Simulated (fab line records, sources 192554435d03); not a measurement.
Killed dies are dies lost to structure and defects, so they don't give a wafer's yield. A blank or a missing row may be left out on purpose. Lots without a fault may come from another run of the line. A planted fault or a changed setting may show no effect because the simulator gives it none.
Which tool did it? | flow n5_finfet | 12 lots, 36 wafers sampled, at 5 steps of a route of 1938

WHAT THE GAUGES READ, wafer by wafer
The record holds no reading of a measuring or inspecting step that can be judged against a usual standard deviation.

WHICH TOOL RAN EACH LOT (tool, then ch and the chambers of the sampled wafers, then the start)
lot  | N5_MOL_CONTACT_COAG_PRECLEAN_127    | N5_MIM_BOT_DEGAS_01          | N5_MIM_BOT_SPUTTER_00        | N5_MIM_BOT_ETCH_ETCH_00           | N5_PASSIVATION_PROBE_49
L704 | wet_bench-03 ch 0,1,6, day 5 16:19  | pvd_sputter-01, day 12 22:26 | pvd_sputter-01, day 12 22:28 | rie_metal-02 ch 0,1, day 13 02:45 | -
L705 | wet_bench-04 ch 0,2,7, day 5 22:13  | pvd_sputter-01, day 12 22:58 | pvd_sputter-01, day 12 23:01 | rie_metal-03 ch 0,1, day 13 03:15 | -
L707 | wet_bench-04 ch 2,3,6, day 6 13:08  | pvd_sputter-02, day 13 01:58 | pvd_sputter-02, day 13 02:01 | rie_metal-03 ch 0,1, day 13 06:16 | -
L708 | wet_bench-03 ch 0,5,7, day 6 18:39  | pvd_sputter-01, day 14 01:11 | pvd_sputter-01, day 14 01:13 | rie_metal-02 ch 0,1, day 14 03:31 | -
L710 | wet_bench-05 ch 0,6,7, day 7 04:37  | pvd_sputter-02, day 15 05:03 | pvd_sputter-02, day 15 05:05 | rie_metal-01 ch 0,1, day 15 07:46 | -
L711 | wet_bench-03 ch 3,4,6, day 7 12:51  | pvd_sputter-01, day 17 11:57 | pvd_sputter-01, day 17 11:59 | rie_metal-01 ch 0,1, day 17 14:22 | -
L713 | wet_bench-05 ch 2,4,5, day 7 22:31  | pvd_sputter-03, day 15 05:27 | pvd_sputter-03, day 15 05:29 | rie_metal-02 ch 0,1, day 15 07:55 | -
L714 | wet_bench-04 ch 0,3,4, day 8 08:01  | pvd_sputter-03, day 16 18:18 | pvd_sputter-03, day 16 18:20 | rie_metal-01 ch 0,1, day 16 21:02 | -
L715 | wet_bench-03 ch 1,2,7, day 8 14:43  | pvd_sputter-02, day 17 22:43 | pvd_sputter-02, day 17 22:45 | rie_metal-03 ch 1, day 18 01:37   | -
L716 | wet_bench-03 ch 0,1,2, day 8 17:00  | pvd_sputter-01, day 17 12:20 | pvd_sputter-01, day 17 12:22 | rie_metal-02 ch 0,1, day 17 14:32 | -
L717 | wet_bench-03 ch 0,4,6, day 9 09:04  | pvd_sputter-03, day 17 06:43 | pvd_sputter-03, day 17 06:45 | rie_metal-02 ch 0,1, day 17 09:33 | prober-01, day 17 19:14
L725 | wet_bench-05 ch 0,3,4, day 11 04:29 | pvd_sputter-01, day 19 06:14 | pvd_sputter-01, day 19 06:16 | rie_metal-03 ch 0,1, day 19 08:37 | -
- N5_MOL_CONTACT_COAG_PRECLEAN_127: cleans in DIW, time 57.5 s.
- N5_MIM_BOT_DEGAS_01: time 60 s.
- N5_MIM_BOT_SPUTTER_00: material TiN, target thk 35 nm, time 89.7 s.
- N5_MIM_BOT_ETCH_ETCH_00: etches TiN in Cl2/BCl3, target depth 45.5 nm.
- N5_PASSIVATION_PROBE_49

WHAT THE TOOLS THEMSELVES READ (means of the sampled wafers that have a number; where no wafer has one, the mark that the record gives instead)
N5_MIM_BOT_DEGAS_01.
lot  | tool           | heater_power_w (W)
L704 | pvd_sputter-01 | 501
L705 | pvd_sputter-01 | 490
L707 | pvd_sputter-02 | 540
L708 | pvd_sputter-01 | 527
L710 | pvd_sputter-02 | 544
L711 | pvd_sputter-01 | 483
L713 | pvd_sputter-03 | 482
L714 | pvd_sputter-03 | 492
L715 | pvd_sputter-02 | 529
L716 | pvd_sputter-01 | 477
L717 | pvd_sputter-03 | 470
L725 | pvd_sputter-01 | 528

N5_MIM_BOT_SPUTTER_00.
lot  | tool           | substrate_temp_c (C) | throttle_valve_pct (%)
L704 | pvd_sputter-01 | 200.04               | 29.4
L705 | pvd_sputter-01 | 200.14               | 29.7
L707 | pvd_sputter-02 | 199.95               | 29.9
L708 | pvd_sputter-01 | 200.17               | 30.0
L710 | pvd_sputter-02 | 200.07               | 30.0
L711 | pvd_sputter-01 | 199.99               | 28.8
L713 | pvd_sputter-03 | 200.12               | 30.9
L714 | pvd_sputter-03 | 200.03               | 30.5
L715 | pvd_sputter-02 | 200.06               | 30.2
L716 | pvd_sputter-01 | 199.89               | 29.1
L717 | pvd_sputter-03 | 200.00               | 29.9
L725 | pvd_sputter-01 | 200.08               | 30.2

N5_MIM_BOT_ETCH_ETCH_00.
lot  | tool         | drypump_motor_current_A (A) | oes_product_au (a.u.) | throttle_valve_pct (%)
L704 | rie_metal-02 | 5.92                        | 0.76                  | 21.83
L705 | rie_metal-03 | 5.91                        | 0.88                  | 21.81
L707 | rie_metal-03 | 5.89                        | 0.88                  | 21.81
L708 | rie_metal-02 | 6.04                        | 0.76                  | 22.01
L710 | rie_metal-01 | 6.01                        | 0.92                  | 21.53
L711 | rie_metal-01 | 5.99                        | 0.90                  | 21.52
L713 | rie_metal-02 | 6.06                        | 0.75                  | 22.02
L714 | rie_metal-01 | 6.01                        | 0.90                  | 21.54
L715 | rie_metal-03 | 5.95                        | 0.82                  | 21.68
L716 | rie_metal-02 | 5.95                        | 0.74                  | 21.86
L717 | rie_metal-02 | 6.05                        | 0.74                  | 22.02
L725 | rie_metal-03 | 5.85                        | 0.84                  | 22.01

N5_PASSIVATION_PROBE_49.
lot  | tool      | defect_limited_yield (%) | killed_at_M0_to_M3 | killed_at_M4_up | killed_at_contacts | killed_at_front_end | killed_at_other | killed_dies | killed_on_rim | killed_open | killed_short | sort_bin_5_function (%) | sort_bin_6_memory (%) | sort_n_pass | sort_yield_pct (%)
L717 | prober-01 | 88.3                     | 37                 | 10              | 50                 | 41                  | 0.3             | 138         | 17            | 69          | 33           | 6.4                     | 3.9                   | 1042        | 88.3

THE ANSWER, worked out from the rows above alone
Rule: what is usual is taken from the lots themselves. Put in order of their means at a reading, lots are off if they are a third of the lots or fewer, leave a main group of 4 or more, and stand apart from it by a gap of 3 or more times the standard deviation of the main group's means; of several such gaps the widest counts. A main group whose means are all the same, to the digits that the tables above print for the reading, isn't used. A lot without any number at a reading at which 4 lots or more have one is off too. The other lots that the step has rows for count as sound. The gauges are gone through in route order, then the tools' own readings, and for those a lot's mean is taken as printed above. The first step at which some lot is off is used, and at that step the reading that is off furthest; a lot without a number counts as furthest.
No lot is off at any reading shown: from this, nothing can be told.

WHAT THE SIMULATOR HAD PUT IN
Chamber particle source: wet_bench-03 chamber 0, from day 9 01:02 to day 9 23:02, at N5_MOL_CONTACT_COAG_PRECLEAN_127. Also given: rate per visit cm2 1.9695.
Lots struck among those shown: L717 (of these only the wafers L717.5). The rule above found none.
